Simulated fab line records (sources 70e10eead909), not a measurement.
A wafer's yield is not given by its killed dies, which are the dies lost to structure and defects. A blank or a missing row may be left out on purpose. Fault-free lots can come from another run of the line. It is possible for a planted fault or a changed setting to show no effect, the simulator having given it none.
A struck lot beside a sound one / flow nandHarc / 42 steps out of a route of 1302
Sound: wafers L721.1, L721.2, L721.4. Wafers L728.1, L728.2, L728.6 were the ones struck. At the end, the cause is stated.
Each step with rows lists, per side, the tool, then ch with its chambers, then its first start. Under that, the readings that differ: sound wafers / struck wafers / difference of the means / sigmas: that difference in standard deviations of wafers without a fault.
alike: readings whose means differ by less than 2 such deviations, and words and numbers that are the same on both sides. not compared: withheld readings, readings that some wafer has no value for, bounds like >300 that may hide the same value, and numbers for which the record gives no deviation and whose values overlap.
Wherever a step has rows on one side only, a row that says differs or no value, or a row with sigmas, the two part there. Numbers that have no deviation but don't overlap get no sigmas and don't part them. A reading missing from all wafers of one side parts the sides only when that side holds two or more wafers.

NHARC_A_CONTACT_DESCUM_47: chemistry O2, time 3 s.
  sound on rieDiel-09 ch 0,1,2, day 22 03:41; struck on rieDiel-09 ch 0,1, day 25 11:37
  alike: drypumpMotorCurrentA, oesProductAu, rfVppV, showerheadPlenumPTorr, throttleValvePct
  not compared: rfHoursCounterH
then, 4 steps without rows for these wafers: NHARC_A_CONTACT_ETCH_48 (etches the open film in CF4, target depth 39 nm, time 65 s); NHARC_A_CONTACT_ETCH_49 (etches the open film in N2/H2, target depth 260 nm, time 475.3 s); NHARC_A_CONTACT_ETCH_50 (etches the open film in CF4/CHF3, target depth 121 nm, time 60.5 s); NHARC_A_CONTACT_ETCH_51 (etches the open film in O2/COS, target depth 7000 nm, time 1820 s).
NHARC_A_CONTACT_ETCH_111: etches the open film in C4F8/O2/Ar, time 140 s, target depth 700 nm.
  sound on harCapEtch-02 ch 0,1, day 22 05:30; struck on harCapEtch-01 ch 0,1, day 25 13:48
  alike: oesAirLineAu
  not compared: rfHoursCounterH
then, 5 steps without rows for these wafers: NHARC_A_CONTACT_ETCH_112 (etches the open film in C4F8/O2/Ar, time 190 s, target depth 1850 nm); NHARC_A_CONTACT_ETCH_113 (etches the open film in C4F8/O2/Ar, time 190 s, target depth 1850 nm); NHARC_A_CONTACT_ETCH_114 (etches the open film in C4F8/O2/Ar, time 190 s, target depth 1850 nm); NHARC_A_CONTACT_ETCH_115 (etches the open film in C4F8/O2/Ar, time 190 s, target depth 1850 nm); NHARC_A_CONTACT_ETCH_116 (etches the open film in C4F8/O2/Ar, time 190 s, target depth 1850 nm).
NHARC_A_CONTACT_ETCH_117: etches the open film in C4F8/O2/Ar, time 190 s, target depth 1850 nm.
  sound on harCapEtch-02 ch 0,1, day 22 06:34; struck on harCapEtch-01 ch 0,1, day 25 14:52
  alike: oesAirLineAu
  not compared: rfHoursCounterH
NHARC_A_CONTACT_ETCH_118: etches the open film in C4F8/O2/Ar, time 190 s, target depth 1850 nm.
  sound on harCapEtch-02 ch 0,1, day 22 06:44; struck on harCapEtch-01 ch 0,1, day 25 15:02
  alike: oesAirLineAu
  not compared: rfHoursCounterH
then, 1 step without rows for these wafers: NHARC_A_CONTACT_ETCH_119 (etches the open film in C4F8/O2/Ar, time 190 s, target depth 1850 nm).
NHARC_A_CONTACT_ETCH_120: etches the open film in C4F8/O2/Ar, time 190 s, target depth 1850 nm.
  sound on harCapEtch-02 ch 0,1, day 22 07:04; struck on harCapEtch-01 ch 0,1, day 25 15:23
  alike: oesAirLineAu
  not compared: rfHoursCounterH
then, 5 steps without rows for these wafers: NHARC_A_CONTACT_ETCH_121 (etches the open film in C4F8/O2/Ar, time 190 s, target depth 1850 nm); NHARC_A_CONTACT_ETCH_122 (etches the open film in C4F8/O2/Ar, time 190 s, target depth 1850 nm); NHARC_A_CONTACT_ETCH_123 (etches the open film in C4F8/O2/Ar, time 490 s, target depth 2110 nm); NHARC_A_CONTACT_ETCH_90 (etches the open film in CH3F/O2, target depth 40 nm, time 85.7 s); NHARC_A_CONTACT_ETCH_96 (etches the open film in C4F6/O2, target depth 20 nm, time 10 s).
NHARC_A_CONTACT_CD_MEAS_53:
  sound: cdSem-03 at day 22 08:47; struck: cdSem-03 at day 25 17:10
reading=cdNm (nm); sound=290.4 290.4 290.4; struck=289.0 288.3 287.7; difference=-2.1; sigmas=-2
then, 3 steps without rows for these wafers: NHARC_A_CONTACT_STRIP_99 (strips in N2/H2); NHARC_A_CONTACT_STRIP_100 (strips in CF4/CHF3); NHARC_A_CONTACT_STRIP_101 (strips in O2/COS).
NHARC_A_CONTACT_ETCH_102: etches the open film in CF4/O2, target depth 100 nm, overetch 10 nm, time 55 s.
  sound on rieDiel-08 ch 0,2,3, day 22 09:04; struck on rieDiel-09 ch 0,2, day 25 17:28
  alike: drypumpMotorCurrentA, oesProductAu, rfVppV, showerheadPlenumPTorr, throttleValvePct
  not compared: rfHoursCounterH
then, 14 steps without rows for these wafers: NHARC_A_CONTACT_STRIP_55 (strips in O2); NHARC_A_CONTACT_STRIP_56 (strips in post etch residue remover, time 600 s); NHARC_A_CONTACT_DEP_57 (deposits aC, target thk 5300 nm); NHARC_A_CONTACT_DEP_58 (deposits SiON, target thk 90 nm); NHARC_A_CONTACT_DEHYDRATE_59 (time 120 s); NHARC_A_CONTACT_HMDS_60 (time 30 s); NHARC_A_CONTACT_COAT_61 (time 75 s); NHARC_A_CONTACT_COAT_62 (time 65 s); NHARC_A_CONTACT_COAT_63 (resist thk 90 nm); NHARC_A_CONTACT_SOFTBAKE_64 (time 55 s); NHARC_A_CONTACT_EBR_65; NHARC_A_CONTACT_EXPOSE_66 (exposes mask A CC 2); NHARC_A_CONTACT_PEB_67 (peb time 65 s); NHARC_A_CONTACT_DEVELOP_68 (develop time 35 s).
NHARC_A_CONTACT_CD_MEAS_69 targets a cd of 300 nm.
  sound on cdSem-01 ch 0, day 22 16:11; struck on cdSem-02 ch 0, day 25 22:08
  alike: cdNm
NHARC_A_CONTACT_OVL_MEAS_70:
  sound: overlay-02 at day 22 16:17; struck: overlay-02 at day 25 22:13
  alike: overlayXNm, overlayYNm
-- the record jumps here: 3 days lie between the struck wafers' starts before and after (it left off in module A_CONTACT and takes up again in module END, whose first step shown is number 1302 of the route) --
NHARC_END_SORT_01:
  the record has rows for the struck wafers here (prober-01 ch 0, day 28 14:10) and none for the sound ones

## WHERE THEY PART
Earliest at NHARC_A_CONTACT_CD_MEAS_53; latest, in this record, at NHARC_END_SORT_01.

WHY: the cause the simulator had injected
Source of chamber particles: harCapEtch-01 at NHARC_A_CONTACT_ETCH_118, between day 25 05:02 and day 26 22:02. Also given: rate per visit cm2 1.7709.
